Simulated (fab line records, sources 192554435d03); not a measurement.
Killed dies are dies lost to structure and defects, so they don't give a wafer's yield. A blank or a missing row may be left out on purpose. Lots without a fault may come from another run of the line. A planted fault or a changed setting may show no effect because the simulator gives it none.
fab line records | flow n5_finfet | part 2 of 2: steps 21 to 29 of 29
record lots=5 wafers=15 last_day=15
route steps=1938 shown BEOL_M4@1049
lots that met no fault: from a run of the same line without faults
start_h: hours from the record's first day to the start of the lot's first wafer shown | wait_h: hours since the lot's step before | " the same as in the row above | L1.1+2: a row that stands for several wafers | - no value, or no start given | * or withheld: withheld | < > ~ a bound
route shown NAME@n: a module of which the file shows steps, and the number in the route of the first | usual: mean/standard deviation of fault-free wafers | same: alike in all rows | chamber/n: place in a boat | sites: the reading at each site | _std_site: their standard deviation | _edge_site: outer sites' mean less inner sites' | radius_mm: how far each site lies from the wafer's centre | mask NAME#n: copy n | behind: the tool/chamber that last shaped the wafer | hold: why the lot was held/for how many hours/how that ended | device: the transistor (n, p or np) that didn't switch | end of line: the same wafers' tests at the end of the route | a step without rows: its recipe alone | killed: dies lost to structure and defects at the first sort, not the wafer's yield | map: a wafer's dies, x killed, . not, _ none there
set.NAME: the setting as run; set.NAME@STEP: as run at that earlier step | model.NAME: the simulator's own value behind a step, which no gauge read
lots at some steps of the route; a table a step, a row a wafer
services: from which hour (start_h, from the record's first day; less than 0 if before it) a tool's chamber was out of use, for how many hours, and why
## steps
# step N5_BEOL_M4_STRIP_36
# recipe chemistry=N2/H2 power_w=450 temp_c=40 pressure_mtorr=20 rf_frequency_hz=6e+07 overash_fraction=0.3 bias_power_w=7 h2_frac=0.5 n2_flow_sccm=200 h2_flow_sccm=200
# usual drypump_motor_current_A=5.7/0.34 oes_product_au=0.78/0.094 rf_vpp_V=59.3/1.5 showerhead_plenum_p_Torr=2.55/0.069 throttle_valve_pct=23.7/0.36
# columns lot.wafer tool chamber start_h wait_h drypump_motor_current_A oes_product_au rf_hours_counter_h rf_vpp_V showerhead_plenum_p_Torr throttle_valve_pct
L076.1 rie_diel-03 1 180.39 0.0 5.7 0.86 59 59.0 2.58 23.6
L076.3 " 2 " " 5.0 0.73 179 58.2 2.54 23.6
L076.4 " 0 " " 5.9 0.74 177 56.9 2.63 23.4
L084.1 rie_diel-05 0 232.99 0.0 5.4 0.73 205 57.8 2.62 24.3
L084.3 " 2 " " 5.2 0.70 232 60.7 2.63 24.2
L084.5 " 3 " " 6.5 0.97 - 59.6 2.69 23.3
L087.2 rie_diel-01 0 235.95 0.0 5.9 0.88 35 57.7 2.50 23.7
L087.3 " 3 " " 5.6 0.68 237 58.1 2.50 23.9
L087.4 " 1 " " 5.8 0.68 223 60.1 2.50 23.2
L089.1 rie_diel-01 3 253.12 0.0 5.6 0.67 243 59.9 2.50 23.9
L089.3 " 2 " " 5.7 0.93 13 59.4 2.49 23.8
L089.6 " 0 " " 5.9 0.89 - 57.2 2.50 23.7
L092.1 rie_diel-03 0 275.39 0.0 5.9 0.72 214 61.4 2.62 23.4
L092.5 " 0 " " 5.9 0.72 - 60.2 2.62 23.4
L092.6 " 3 " " 5.7 0.75 - 59.1 2.45 23.3
# step N5_BEOL_M4_TRENCH_ETCH_37
# recipe chemistry=C4F6/O2 target_depth_a=555.55 target=SiOC time_s=29.2 ion_energy_ev=250 pressure_mtorr=30 source_w=355 bias_w=185 Ar_flow_sccm=300 C4F6_flow_sccm=10 O2_flow_sccm=10
# usual drypump_motor_current_A=5.7/0.34 oes_product_au=0.78/0.094 rf_vpp_V=668/16 showerhead_plenum_p_Torr=2.86/0.087 throttle_valve_pct=20.83/0.28
# same time_s=29.2
# columns lot.wafer tool chamber start_h wait_h drypump_motor_current_A oes_product_au rf_hours_counter_h rf_vpp_V showerhead_plenum_p_Torr throttle_valve_pct
L076.1 rie_diel-03 1 - - 5.7 0.85 59 676 2.87 20.59
L076.3 " 2 " " 5.0 0.75 179 665 2.83 20.69
L076.4 " 0 " " 5.9 0.74 177 676 2.96 20.70
L084.1 rie_diel-05 0 - - 5.4 0.75 205 677 2.92 21.20
L084.3 " 2 " " 5.2 0.70 232 692 2.92 21.21
L084.5 " 3 " " 6.5 0.98 - 684 3.06 20.83
L087.2 rie_diel-01 0 - - 5.9 0.87 35 654 2.79 20.79
L087.3 " 3 " " 5.6 0.69 237 650 2.83 21.30
L087.4 " 1 " " 5.8 0.70 223 673 2.81 20.51
L089.1 rie_diel-01 3 - - 5.5 0.68 243 649 2.83 21.29
L089.3 " 2 " " 5.7 0.91 13 654 2.78 20.86
L089.6 " 0 " " 5.9 0.87 - 654 2.79 20.79
L092.1 rie_diel-03 0 - - 5.9 0.71 214 677 2.94 20.74
L092.5 " 0 " " 5.9 0.71 - 677 2.94 20.75
L092.6 " 3 " " 5.7 0.76 - 641 2.71 20.39
# step N5_BEOL_M4_ETCH_41
# recipe chemistry=CH3F/O2 target=SiCN target_depth_a=299 taper_deg=2 time_s=52.5 ion_energy_ev=120 mask_material=TiN pressure_mtorr=30 source_w=395 bias_w=75 Ar_flow_sccm=150 CH3F_flow_sccm=30 O2_flow_sccm=20
# usual drypump_motor_current_A=5.7/0.34 oes_product_au=0.78/0.093 rf_vpp_V=297.5/1.4 showerhead_plenum_p_Torr=2.01/0.063 throttle_valve_pct=16.31/0.25
# same time_s=52.5
# columns lot.wafer tool chamber start_h wait_h drypump_motor_current_A oes_product_au rf_hours_counter_h rf_vpp_V showerhead_plenum_p_Torr throttle_valve_pct
L076.1 rie_diel-03 1 - - 5.7 0.86 59 298.2 2.02 16.08
L076.3 " 2 " " 5.0 0.73 179 298.2 1.99 16.21
L076.4 " 0 " " 5.9 0.74 177 299.4 2.08 16.19
L084.1 rie_diel-05 0 - - 5.4 0.75 205 299.0 2.06 16.67
L084.3 " 2 " " 5.2 0.70 232 299.0 2.06 16.68
L084.5 " 3 " " 6.5 0.99 - 300.0 2.15 16.17
L087.2 rie_diel-01 0 - - 5.9 0.87 35 296.7 1.96 16.19
L087.3 " 3 " " 5.6 0.68 237 296.8 1.99 16.73
L087.4 " 1 " " 5.7 0.68 223 297.3 1.97 16.08
L089.1 rie_diel-01 3 - - 5.5 0.68 243 297.0 1.98 16.73
L089.3 " 2 " " 5.7 0.93 13 297.0 1.95 16.29
L089.6 " 0 " " 5.9 0.88 - 296.2 1.96 16.20
L092.1 rie_diel-03 0 - - 5.9 0.71 214 299.9 2.07 16.26
L092.5 " 0 " " 5.9 0.71 - 298.5 2.07 16.27
L092.6 " 3 " " 5.7 0.77 - 295.9 1.90 15.93
# step N5_BEOL_M4_STRIP_97
# recipe chemistry=N2/H2 time_s=10 power_w=450 temp_c=40 pressure_mtorr=20 rf_frequency_hz=6e+07 bias_power_w=7 n2_flow_sccm=200 h2_flow_sccm=200
# usual drypump_motor_current_A=5.7/0.34 oes_product_au=0.78/0.093 rf_vpp_V=59.2/0.84 showerhead_plenum_p_Torr=2.55/0.069 throttle_valve_pct=23.7/0.36
# same time_s=10
# columns lot.wafer tool chamber start_h wait_h drypump_motor_current_A oes_product_au rf_hours_counter_h rf_vpp_V showerhead_plenum_p_Torr throttle_valve_pct
L076.1 rie_diel-03 1 - - 5.7 0.86 59 58.2 2.58 23.6
L076.3 " 2 " " 5.0 0.75 179 58.3 2.54 23.6
L076.4 " 0 " " 5.9 0.74 177 58.3 2.63 23.4
L084.1 rie_diel-05 0 - - 5.4 0.74 205 59.7 2.62 24.3
L084.3 " 2 " " 5.2 0.70 232 60.1 2.63 24.3
L084.5 " 3 " " 6.5 0.98 - 59.6 2.69 23.3
L087.2 rie_diel-01 0 - - 5.9 0.88 35 60.0 2.50 23.7
L087.3 " 3 " " 5.6 0.68 237 60.1 2.50 23.9
L087.4 " 1 " " 5.7 0.68 223 59.4 2.50 23.2
L089.1 rie_diel-01 3 - - 5.6 0.67 243 58.5 2.50 23.9
L089.3 " 2 " " 5.7 0.91 13 59.7 2.49 23.8
L089.6 " 0 " " 5.9 0.86 - 58.1 2.50 23.7
L092.1 rie_diel-03 0 - - 5.9 0.72 214 60.6 2.62 23.4
L092.5 " 0 " " 5.9 0.72 - 58.9 2.62 23.4
L092.6 " 3 " " 5.7 0.77 - 57.3 2.45 23.3
# step N5_BEOL_M4_OCD_MEAS_38
# usual trench_depth_nm=55.3/1.3
# columns lot.wafer tool chamber start_h wait_h trench_depth_nm
L076.1 ocd-01 - 180.58 - 56.1
L076.3 " - " " 55.1
L076.4 " - " " 54.4
L084.1 ocd-01 - 233.19 - 56.6
L084.3 " - " " 54.4
L084.5 " - " " 57.6
L087.2 ocd-02 - 236.15 - 55.7
L087.3 " - " " 56.0
L087.4 " - " " 55.6
L089.1 ocd-01 - 253.31 - 54.6
L089.3 " - " " 56.2
L089.6 " - " " 55.4
L092.1 ocd-01 - 275.58 - 53.2
L092.5 " - " " 53.1
L092.6 " - " " 55.5
# step N5_BEOL_M4_HM_STRIP_39
# recipe chemistry=peroxide_tin_strip material=TiN target_depth_a=250 temp_c=50 time_s=158
# same time_s=158
# columns lot.wafer tool chamber start_h wait_h
L076.1+3+4 wet_bench-01 6,4,1 180.61 0.0
L084.1+3+5 wet_bench-01 5,3,4 233.23 0.0
L087.2+3+4 wet_bench-05 1,0,5 236.18 0.0
L089.1+3+6 wet_bench-01 6,5,7 253.34 0.0
L092.1+5+6 wet_bench-04 0,6,5 275.61 0.0
# step N5_BEOL_M4_SRD_40
# recipe time_s=30 temp_c=23 rinse_liquid=diw dry=ipa_marangoni
# same time_s=30
# columns lot.wafer tool chamber start_h wait_h
L076.1+3+4 wet_bench-01 6,4,1 180.66 0.0
L084.1+3+5 wet_bench-01 5,3,4 233.28 0.0
L087.2+3+4 wet_bench-05 1,0,5 236.23 0.0
L089.1+3+6 wet_bench-01 6,5,7 253.39 0.0
L092.1+5+6 wet_bench-04 0,6,5 275.66 0.0
# step N5_BEOL_M4_PRECLEAN_42
# recipe chemistry=residue_remover time_s=60 temp_c=40
# same time_s=60
# columns lot.wafer tool chamber start_h wait_h
L076.1+3+4 wet_bench-01 6,4,1 180.68 0.0
L084.1+3+5 wet_bench-01 5,3,4 233.29 0.0
L087.2+3+4 wet_bench-05 1,0,5 236.24 0.0
L089.1+3+6 wet_bench-01 6,5,7 253.41 0.0
L092.1+5+6 wet_bench-04 0,6,5 275.68 0.0
# step N5_BEOL_M4_SRD_43
# recipe time_s=30 temp_c=23 rinse_liquid=diw dry=ipa_marangoni
# same time_s=30
# columns lot.wafer tool chamber start_h wait_h
L076.1+3+4 wet_bench-01 6,4,1 180.69 0.0
L084.1+3+5 wet_bench-01 5,3,4 233.31 0.0
L087.2+3+4 wet_bench-05 1,0,5 236.26 0.0
L089.1+3+6 wet_bench-01 6,5,7 253.42 0.0
L092.1+5+6 wet_bench-04 0,6,5 275.69 0.0
## services
# columns tool chamber start_h hours kind
rie_diel-05 0 157.23 1.9 repair
rie_diel-03 1 159.93 2.5 repair
rie_diel-05 - 161.75 14.6 pm
euv_scanner-02 - 164.51 1.0 pm
rie_diel-03 - 170.76 0.3 repair
euv_scanner-02 - 172.56 6.2 pm
ald_sin-04 2 175.42 2.6 repair
ald_sin-03 - 177.74 14.0 pm
rie_diel-01 - 179.88 15.6 pm
euv_scanner-01 - 187.76 0.5 repair
euv_scanner-02 - 188.31 12.0 pm
rie_diel-01 - 198.29 0.4 repair
wet_bench-01 - 200.17 0.6 repair
euv_scanner-01 - 200.35 1.0 pm
ald_sin-04 0 207.03 3.6 repair
wet_bench-04 - 220.52 4.4 pm
euv_scanner-02 - 220.66 1.0 pm
ald_sin-02 0 230.63 4.4 repair
wet_bench-01 - 235.63 4.8 repair
rie_diel-01 0 243.88 4.7 repair
euv_scanner-01 - 249.77 1.0 pm
ald_sin-02 - 250.48 0.3 repair
rie_diel-01 - 251.62 1.0 repair
ald_sin-02 1 260.09 3.3 repair
